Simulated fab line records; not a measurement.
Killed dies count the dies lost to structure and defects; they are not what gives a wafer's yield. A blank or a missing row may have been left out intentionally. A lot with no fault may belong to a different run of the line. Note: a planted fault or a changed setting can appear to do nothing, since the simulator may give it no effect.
fab line records | flow nand_harc
[record] lots = 14 wafers = 42 last_day = 25
route steps=1159 shown A_SGD_CUT@764 A_SLIT@799 A_WL_FILL@810
lots with no fault: from the same line, run without faults
start_h: hours from the record's first day to the start of the lot's first wafer shown | wait_h: hours since the lot's step before | " identical to the entry in the row above | L1.1+2: a single row standing in for several wafers | - value missing, or start not given | * or withheld: withheld | < > ~ a bound
route shown NAME@n: NAME is a module with steps in the file, n the number in the route of the first one | usual: mean and standard deviation over wafers with no fault | same: alike in all rows | chamber/n: place in a boat | sites: the reading at each site | _std_site: standard deviation of those values | _edge_site: outer sites' mean less inner sites' | radius_mm: for every site, how far away it sits from the centre of the wafer | mask NAME#n: copy n | behind: tool/chamber where the wafer was last shaped | hold: cause of the lot's hold/its duration in hours/its outcome | device: the transistor (n, p or np) that didn't switch | end of line: the same wafers' tests at the end of the route | step lacking rows: just its recipe | killed: at the first sort, the dies lost to defects and structure; wafer yield is something else | map: dies across one wafer; x = killed, . = not, _ = none there
set.NAME: the run value of the setting; set.NAME@STEP: its run value at that earlier step | model.NAME: the simulator's own value behind a step, which no gauge read
steps of the route over a sample of lots; a table a step, a row a wafer
services: a tool's chamber out of use, with start hour (start_h, from the record's first day; less than 0 if before it), hours out, and reason
[[steps]]
[step NHARC_A_SGD_CUT_ETCH_15]
[recipe] target_depth_a = 750 time_s = 64.3 ch3f_flow_sccm = 50 o2_flow_sccm = 30 ar_flow_sccm = 200 rf_w = 500 bias_w = 100 chemistry = CH3F/O2
[usual] bias_w = 100.03/0.29 drypump_motor_current_A = 5.7/0.4 oes_product_au = 0.965/0.022 rf_vpp_V = 263.5/1.9 run_length_s = 85.8/0.32 showerhead_plenum_p_Torr = 2.43/0.12 throttle_valve_pct = 20.664/0.0086
// columns lot.wafer tool chamber start_h wait_h bias_w drypump_motor_current_A oes_product_au rf_hours_counter_h rf_vpp_V run_length_s showerhead_plenum_p_Torr throttle_valve_pct
L321.3 rie_diel-09 0 - - 100.15 5.3 0.964 6 264.3 85.5 2.58 20.650
L321.6 " 3 " " 100.30 5.8 0.949 - 262.0 85.7 2.34 20.659
L321.5 " 0 " " 100.15 5.4 0.961 - 266.4 86.1 2.58 20.662
L320.4 rie_diel-04 0 - - 100.10 5.8 0.978 1 264.4 86.0 2.41 20.666
L320.3 " 2 " " 99.93 5.7 0.958 1 266.8 86.1 2.64 20.677
L320.6 " 3 " " 99.87 5.8 0.977 - 259.8 85.8 2.31 20.670
L323.3 rie_diel-04 1 - - 99.80 5.9 0.991 1 262.3 86.0 2.34 20.660
L323.4 " 2 " " 100.14 5.8 0.978 2 266.6 85.8 2.64 20.664
L323.2 " 0 " " 99.97 5.8 0.985 1 263.7 86.0 2.41 20.648
L322.1 rie_diel-06 2 - - 100.37 6.5 0.993 8 262.3 85.5 2.31 20.666
L322.2 " 3 " " 100.34 5.2 0.982 6 264.2 85.7 2.56 20.661
L322.5 " 1 " " 100.22 5.7 0.959 - 264.5 85.9 2.52 20.659
L324.2 rie_diel-09 1 - - 100.14 6.3 0.976 6 264.2 85.3 2.50 20.674
L324.4 " 2 " " 99.65 5.5 1.000 6 264.4 85.4 2.46 20.665
L324.5 " 3 " " 100.52 5.8 0.955 - 260.9 85.4 2.34 20.647
L330.4 rie_diel-09 2 - - 99.77 5.5 0.945 9 264.9 85.9 2.46 20.667
L330.1 " 0 " " 100.21 5.4 0.902 11 264.9 85.7 2.58 20.672
L330.5 " 2 " " 99.78 5.5 0.935 - 265.0 86.4 2.46 20.654
L328.1 rie_diel-06 3 - - 99.71 5.2 0.974 10 264.6 85.3 2.56 20.670
L328.3 " 0 " " 99.97 5.0 0.960 12 261.5 85.7 2.32 20.663
L328.6 " 0 " " 100.47 5.0 0.962 - 263.9 86.3 2.32 20.656
L335.2 rie_diel-06 1 - - 99.54 5.7 0.972 14 264.5 85.8 2.52 20.666
L335.3 " 2 " " 100.01 6.5 0.974 13 260.4 86.0 2.31 20.664
L335.6 " 2 " " 99.84 6.5 0.973 - 262.4 85.6 2.31 20.652
L334.1 rie_diel-04 0 - - 99.96 5.9 0.950 6 262.3 86.1 2.41 20.672
L334.3 " 1 " " 100.40 5.9 0.957 6 262.2 86.2 2.34 20.660
L334.5 " 3 " " 100.27 5.8 0.949 - 260.8 85.9 2.31 20.663
L336.2 rie_diel-04 3 - - 99.89 5.8 0.967 8 262.3 86.3 2.31 20.665
L336.1 " 1 " " 100.03 5.9 1.009 7 263.4 86.3 2.34 20.677
L336.6 " 3 " " 99.77 5.8 0.975 - 262.6 86.2 2.31 20.666
L337.2 rie_diel-04 1 - - 99.78 5.9 0.996 8 262.5 85.8 2.34 20.678
L337.4 " 2 " " 99.93 5.8 0.950 8 267.1 85.7 2.63 20.673
L337.3 " 0 " " 100.48 5.9 0.972 8 263.5 85.9 2.41 20.664
L338.4 rie_diel-04 3 - - 99.77 5.8 0.949 9 262.0 85.8 2.31 20.648
L338.5 " 0 " " 100.22 5.8 0.934 - 263.0 86.0 2.41 20.678
L338.6 " 1 " " 100.06 5.9 0.977 - 261.4 85.8 2.34 20.666
L342.3 rie_diel-04 2 - - 99.69 5.7 0.944 11 265.5 85.7 2.63 20.657
L342.2 " 3 " " 99.73 5.8 0.953 12 262.2 85.8 2.31 20.682
L342.4 " 1 " " 100.12 5.9 0.997 10 262.8 86.1 2.34 20.652
L343.2 rie_diel-06 3 - - 99.91 5.2 0.956 3 265.0 85.3 2.56 20.674
L343.3 " 0 " " 99.49 5.0 0.955 3 262.0 85.6 2.32 20.659
L343.6 " 0 " " 100.04 5.0 0.950 - 261.1 86.4 2.32 20.661
[step NHARC_A_SGD_CUT_ETCHBACK_24]
[recipe] target_depth_a = 500 over_etch_frac = 0.3 time_s = 92.857 ion_energy_ev = 120 ch3f_flow_sccm = 50 o2_flow_sccm = 30 ar_flow_sccm = 200 rf_w = 500 bias_w = 100 chemistry = CH3F/O2
[usual] bias_w = 100.01/0.27 drypump_motor_current_A = 5.7/0.41 oes_product_au = 0.98/0.037 rf_vpp_V = 244.1/1.8 showerhead_plenum_p_Torr = 2.44/0.11 throttle_valve_pct = 20.663/0.0092
// columns lot.wafer tool chamber start_h wait_h bias_w drypump_motor_current_A oes_product_au rf_hours_counter_h rf_vpp_V showerhead_plenum_p_Torr throttle_valve_pct
L321.3 rie_diel-09 1 317.20 0.1 99.71 6.3 0.91 5 245.3 2.50 20.651
L321.5 " 1 " " 99.78 6.3 0.91 - 246.0 2.50 20.669
L321.6 " 2 " " 99.93 5.5 0.94 - 245.6 2.46 20.674
L320.4 rie_diel-04 2 317.22 0.1 99.78 5.8 0.93 2 247.6 2.64 20.651
L320.3 " 3 " " 100.32 5.8 0.92 2 242.3 2.31 20.664
L320.6 " 1 " " 99.66 5.9 0.95 - 242.4 2.34 20.665
L323.4 rie_diel-06 1 322.15 0.1 99.64 5.6 1.01 8 245.7 2.52 20.663
L323.3 " 3 " " 99.85 5.2 0.99 6 245.8 2.56 20.673
L323.2 " 0 " " 99.84 5.0 1.00 8 242.4 2.32 20.670
L324.4 rie_diel-06 3 326.73 0.1 99.67 5.2 0.99 7 244.8 2.56 20.665
L324.2 " 2 " " 99.97 6.5 0.99 9 242.0 2.31 20.651
L324.5 " 3 " " 99.89 5.2 0.99 - 245.1 2.56 20.660
L322.1 rie_diel-04 3 326.73 0.1 100.68 5.8 0.99 3 242.1 2.31 20.668
L322.2 " 2 " " 100.00 5.7 0.98 3 246.9 2.64 20.668
L322.5 " 0 " " 100.24 5.8 0.99 - 244.9 2.41 20.663
L330.4 rie_diel-06 3 368.53 0.1 99.54 5.2 0.99 10 245.3 2.56 20.673
L330.1 " 0 " " 99.75 5.0 1.01 12 243.0 2.32 20.667
L330.5 " 3 " " 99.96 5.2 0.99 - 245.4 2.56 20.673
L328.3 rie_diel-09 1 368.57 0.2 99.79 6.3 1.01 11 244.2 2.50 20.655
L328.1 " 3 " " 99.32 5.8 0.99 12 242.4 2.33 20.679
L328.6 " 1 " " 99.67 6.3 1.01 - 245.8 2.50 20.670
L335.2 rie_diel-09 0 391.97 0.1 100.25 5.4 0.98 15 246.3 2.57 20.674
L335.3 " 2 " " 99.82 5.6 1.02 13 244.6 2.46 20.658
L335.6 " 0 " " 100.20 5.3 0.99 - 246.5 2.57 20.668
L334.1 rie_diel-06 3 404.02 0.2 100.19 5.2 0.99 13 246.4 2.56 20.650
L334.3 " 1 " " 99.73 5.6 0.98 15 245.0 2.52 20.671
L334.5 " 3 " " 99.67 5.2 0.99 - 245.2 2.56 20.662
L337.3 rie_diel-06 2 411.48 0.1 100.17 6.5 1.03 16 243.1 2.31 20.673
L337.4 " 3 " " 100.61 5.2 1.00 14 244.1 2.56 20.667
L337.2 " 0 " " 100.32 5.0 0.99 16 242.1 2.32 20.660
L336.1 rie_diel-09 2 411.50 0.2 99.77 5.6 0.97 16 244.0 2.46 20.659
L336.2 " 3 " " 100.20 5.8 0.96 20 242.3 2.33 20.654
L336.6 " 2 " " 99.52 5.5 0.97 - 245.2 2.46 20.657
L338.4 rie_diel-06 1 433.09 0.2 100.02 5.7 1.00 0 244.9 2.52 20.690
L338.5 " 2 " " 100.38 6.5 1.02 - 242.5 2.31 20.664
L338.6 " 3 " " 99.81 5.2 1.02 - 245.3 2.56 20.661
L342.3 rie_diel-04 1 449.08 0.1 99.35 5.9 0.95 11 241.8 2.34 20.666
L342.4 " 2 " " 100.36 5.8 0.93 11 247.6 2.63 20.657
L342.2 " 3 " " 99.98 5.8 0.93 12 241.4 2.31 20.654
L343.3 rie_diel-04 3 464.78 0.2 100.45 5.8 1.01 13 241.9 2.31 20.652
L343.2 " 2 " " 99.84 5.8 0.99 12 246.7 2.63 20.662
L343.6 " 0 " " 100.10 5.8 1.00 - 243.6 2.41 20.669
[step NHARC_A_SLIT_ETCH_29]
[recipe] target_depth_a = 1000 overetch_a = 100 time_s = 55 ion_energy_ev = 100 cf4_flow_sccm = 80 o2_flow_sccm = 20 ar_flow_sccm = 0 rf_w = 300 bias_w = 100 chemistry = CF4/O2
[usual] bias_w = 100.0/0.33 drypump_motor_current_A = 5.7/0.43 oes_o_777_au = 1.000/0.0046 oes_product_au = 1.001/0.014 rf_vpp_V = 197.6/1.3 run_length_s = 76.3/0.44 showerhead_plenum_p_Torr = 1.32/0.045 throttle_valve_pct = 13.397/0.0086
// columns lot.wafer tool chamber start_h wait_h bias_w drypump_motor_current_A oes_o_777_au oes_product_au rf_hours_counter_h rf_vpp_V run_length_s showerhead_plenum_p_Torr throttle_valve_pct
L321.3 rie_diel-07 1 327.19 0.1 100.1 5.3 1.004 0.989 6 195.5 76.9 1.29 13.394
L321.6 " 2 " " 99.9 6.1 1.010 1.000 - 199.5 76.3 1.37 13.384
L321.5 " 3 " " 100.4 6.3 0.993 0.997 - 197.8 76.9 1.32 13.402
L320.3 rie_diel-05 1 328.24 0.1 100.3 5.7 1.000 1.004 13 195.6 76.9 1.25 13.397
L320.4 " 2 " " 100.2 5.5 1.001 1.006 13 199.4 76.2 1.40 13.403
L320.6 " 3 " " 99.8 6.2 0.999 0.981 - 197.3 76.1 1.27 13.415
L323.2 rie_diel-07 1 328.82 0.1 100.9 5.3 0.993 0.977 6 196.6 77.1 1.29 13.403
L323.4 " 2 " " 100.4 6.1 1.001 1.007 8 197.1 76.3 1.37 13.405
L323.3 " 0 " " 99.7 5.5 0.998 1.032 5 197.7 76.3 1.34 13.401
L324.4 rie_diel-07 2 333.32 0.1 99.9 6.1 1.001 0.998 8 198.2 76.2 1.37 13.396
L324.2 " 0 " " 99.6 5.6 1.000 1.029 6 198.5 76.0 1.34 13.411
L324.5 " 2 " " 100.0 6.1 0.999 1.006 - 198.2 76.2 1.37 13.387
L322.1 rie_diel-11 2 333.58 0.1 99.9 5.0 0.997 0.979 10 196.7 76.1 1.32 13.415
L322.2 " 1 " " 99.7 5.7 0.996 1.002 10 196.5 76.6 1.30 13.393
L322.5 " 2 " " 99.9 5.0 1.002 0.979 - 198.3 76.2 1.32 13.398
L330.4 rie_diel-07 2 380.57 0.1 - 6.0 0.996 1.016 11 198.3 72.0 1.37 13.407
L330.1 " 0 " " 100.3 5.5 0.998 1.019 9 198.2 76.0 1.34 13.390
L330.5 " 2 " " 100.4 6.0 0.999 1.010 - 199.4 76.4 1.37 13.396
L328.3 rie_diel-07 2 382.44 0.1 - 6.1 0.996 1.008 12 198.0 71.8 1.37 13.404
L328.1 " 0 " " 100.2 5.5 0.994 1.028 9 198.0 76.7 1.34 13.404
L328.6 " 1 " " - 5.3 0.996 0.997 - 194.8 71.9 1.29 13.388
L335.3 rie_diel-11 1 404.61 0.1 99.9 5.7 1.001 1.000 2 196.5 76.7 1.30 13.405
L335.2 " 2 " " 99.8 5.0 0.993 0.989 2 196.7 76.2 1.32 13.397
L335.6 " 1 " " 99.7 5.7 1.002 1.003 - 197.2 76.7 1.30 13.406
L334.1 rie_diel-11 3 410.40 0.1 100.2 6.4 1.000 1.028 2 196.3 75.7 1.29 13.403
L334.3 " 1 " " 100.1 5.8 1.008 0.997 2 196.5 76.4 1.30 13.399
L334.5 " 3 " " 99.9 6.4 1.007 1.022 - 195.8 76.1 1.29 13.394
L337.3 rie_diel-05 1 419.16 0.1 100.4 5.7 0.997 0.994 5 196.7 76.6 1.25 13.404
L337.4 " 3 " " 99.9 6.1 1.006 0.978 5 196.8 76.3 1.27 13.408
L337.2 " 0 " " 99.8 5.2 1.001 0.998 5 198.3 75.4 1.37 13.404
L336.2 rie_diel-11 2 420.84 0.1 100.5 5.0 1.001 0.994 3 198.0 76.7 1.32 13.394
L336.1 " 0 " " 99.3 5.8 1.000 0.981 3 198.8 76.2 1.35 13.387
L336.6 " 2 " " 100.1 5.0 0.999 0.993 - 197.8 76.2 1.32 13.389
L338.4 rie_diel-05 0 445.02 0.1 100.2 5.2 1.002 1.005 6 198.0 75.8 1.37 13.387
L338.5 " 2 " " 99.5 5.5 1.007 1.012 - 199.9 76.0 1.40 13.403
L338.6 " 3 " " 99.7 6.1 1.001 0.973 - 195.6 76.1 1.27 13.411
L342.4 rie_diel-07 3 455.56 0.1 100.0 6.3 1.001 0.992 2 198.1 77.1 1.32 13.395
L342.2 " 0 " " 100.4 5.6 1.008 1.023 2 198.7 75.9 1.34 13.397
L342.3 " 1 " " 100.0 5.3 1.001 0.990 2 197.0 77.0 1.29 13.397
L343.3 rie_diel-05 0 473.81 0.1 99.6 5.2 1.008 1.000 8 197.9 75.2 1.37 13.398
L343.2 " 1 " " 100.5 5.7 0.996 0.992 8 195.9 76.7 1.25 13.390
L343.6 " 0 " " 99.5 5.2 1.008 0.999 - 197.6 75.2 1.37 13.387
[step NHARC_A_WL_FILL_RTA_01]
[recipe] temp_c = 1000 time_s = 5
[usual] lamp_power_pct = 28/3.3 wafer_temp_C_max = 1004.0/1.2
// columns lot.wafer tool chamber start_h wait_h lamp_power_pct wafer_temp_C_max
L321.3 rtp_anneal-02 0 335.81 - 31 1004.1
L321.5 " 0 " " 31 1003.4
L321.6 " 0 " " 31 1003.1
L323.2 rtp_anneal-01 0 336.19 - 25 1007.0
L323.3 " 0 " " 25 1004.9
L323.4 " 0 " " 25 1004.0
L320.3 rtp_anneal-02 0 336.29 - 31 1003.2
L320.4 " 0 " " 31 1003.0
L320.6 " 0 " " 31 1003.2
L324.2 rtp_anneal-01 0 342.09 - 25 1006.7
L324.4 " 0 " " 25 1005.8
L324.5 " 0 " " 25 1006.3
L322.1 rtp_anneal-02 0 342.24 - 31 1004.6
L322.2 " 0 " " 31 1002.7
L322.5 " 0 " " 31 1003.3
L330.1 rtp_anneal-01 0 389.13 - 25 1003.2
L330.4 " 0 " " 25 1006.2
L330.5 " 0 " " 25 1005.9
L328.1 rtp_anneal-02 0 389.63 - 31 1003.1
L328.3 " 0 " " 31 1004.3
L328.6 " 0 " " 31 1004.0
L335.2 rtp_anneal-01 0 411.32 - 25 1005.2
L335.3 " 0 " " 25 1005.3
L335.6 " 0 " " 25 1004.8
L334.1 rtp_anneal-01 0 419.02 - 25 1006.6
L334.3 " 0 " " 25 1004.4
L334.5 " 0 " " 25 1005.1
L337.2 rtp_anneal-02 0 427.81 - 31 1003.3
L337.3 " 0 " " 31 1003.2
L337.4 " 0 " " 31 1003.2
L336.1 rtp_anneal-01 0 427.96 - 25 1004.6
L336.2 " 0 " " 24 1005.3
L336.6 " 0 " " 25 1004.8
L338.4 rtp_anneal-02 0 453.76 - 31 1004.1
L338.5 " 0 " " 31 1003.3
L338.6 " 0 " " 31 1003.6
L342.2 rtp_anneal-02 0 463.94 - 31 1002.8
L342.3 " 0 " " 31 1002.3
L342.4 " 0 " " 31 1002.5
L343.2 rtp_anneal-01 0 483.32 - 25 1004.9
L343.3 " 0 " " 24 1004.1
L343.6 " 0 " " 25 1003.6
[[services]]
// columns tool chamber start_h hours kind
rie_diel-04 - 288.90 9.0 pm
rie_diel-04 0 288.90 9.0 vent_cycle
rie_diel-04 1 288.90 9.0 vent_cycle
rtp_anneal-02 - 300.00 12.0 pm
rie_diel-09 - 302.44 0.8 repair
rie_diel-05 2 303.04 4.6 repair
rie_diel-11 1 340.15 5.4 repair
rie_diel-05 - 340.60 9.0 pm
rie_diel-04 - 345.11 3.8 repair
rie_diel-05 - 351.55 0.5 repair
rie_diel-07 2 366.43 8.1 repair
rie_diel-11 - 366.60 9.0 pm
rie_diel-09 - 376.93 1.6 repair
rie_diel-09 1 387.03 26.8 repair
rie_diel-09 0 394.11 5.0 repair
rie_diel-09 2 396.33 6.0 repair
rie_diel-07 - 405.23 9.0 pm
rie_diel-05 - 414.97 1.8 repair
rie_diel-04 1 415.73 2.4 repair
rie_diel-09 2 416.30 11.9 repair
rie_diel-06 - 418.20 9.0 pm
rie_diel-09 - 431.44 9.0 pm
rie_diel-04 - 465.90 9.0 pm
rie_diel-06 3 466.68 15.0 repair
[[key]]
[first_sign] step = NHARC_A_SLIT_ETCH_29 reading = run_length_s direction = down sigmas = 9.9 usual = * struck = *
effect none on later readings
met_at NHARC_A_SLIT_ETCH_29
struck_lots L328,L330
struck_wafers L328.3,L328.6,L330.4
sort_left_out L328.3,L328.6,L330.4
tester_left_out L328,L330
not_acting_at NHARC_A_SGD_CUT_ETCH_15,NHARC_A_SGD_CUT_ETCHBACK_24,NHARC_A_WL_FILL_RTA_01
onset_between 333.32 380.57
[fault] kind = process_parameter_drift tool = rie_diel-07 chamber = - onset_h = 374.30 steps = NHARC_A_SLIT_ETCH_29 channel = time_s offset = * shape = step end_h = 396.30 scope = struck_wafers_only acts_in = * stated = *
// tester_left_out: of these lots the tester's yield and bins aren't shown, on N5 and GAA mostly nor the transistor test; their killed dies are dies lost to structure and defects alone, not to doping, threshold or leakage, so they don't give the yield
// sort_left_out: the simulated sort isn't trusted on such a fault, so these wafers' sort isn't shown, and their yield isn't known
